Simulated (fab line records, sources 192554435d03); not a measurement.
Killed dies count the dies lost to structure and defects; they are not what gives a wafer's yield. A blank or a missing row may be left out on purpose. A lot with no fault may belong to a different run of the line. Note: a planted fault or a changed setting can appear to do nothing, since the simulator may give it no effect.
Chamber matching | flow n5-finfet | 4 sister chambers for N5_FIN_SAQP_MANDREL_ETCH_22 on rie-si-03
The step etches a-Si in HBr/Cl2, stops on SiNx, target depth 60 nm, bt time 10 s, time 30 s. 4 wafers are shown with their chamber, then 7 later ones without.

== WAFERS WITH THEIR CHAMBER ==
wafer  | chamber | throttle-valve-pct (%)
L085.4 | 0       | 35.1
L087.2 | 1       | 35.6
L090.1 | 3       | 35.5
L090.2 | 2       | 35.6

== WAFERS WHOSE CHAMBER IS MISSING ==
wafer  | throttle-valve-pct (%)
L090.4 | 35.6
L093.1 | 35.5
L093.3 | 35.7
L093.5 | 35.6
L095.2 | 35.7
L095.3 | 35.1
L095.4 | 35.7

== EACH ONE'S CHAMBER ==
wafer  | from the rows above          | in truth
L090.4 | can't be placed: 1 or 2 or 3 | 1
L093.1 | can't be placed: 3 or 1 or 2 | 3
L093.3 | can't be placed: 1 or 2 or 3 | 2
L093.5 | can't be placed: 1 or 2 or 3 | 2
L095.2 | can't be placed: 1 or 2 or 3 | 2
L095.3 | 0                            | 0
L095.4 | can't be placed: 1 or 2 or 3 | 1
Correct placement for 1 of the 7. Unplaceable from these rows: 6, with the true chamber sitting among the candidates in 6. Placed wrongly: 0.
How it was worked out, from the rows above alone: a wafer's distance from a chamber is the root of the sum, over the readings, of the square of ((its reading less the chamber's mean) divided by the reading's scatter). The wafer belongs to the nearest chamber; if the next one is less than 2 further off, it can't be placed. For every chamber, the mean is computed from those of its wafers that are shown. The scatter: root of mean squared gap, hidden wafer to nearest shown wafer, with one shown wafer a chamber.
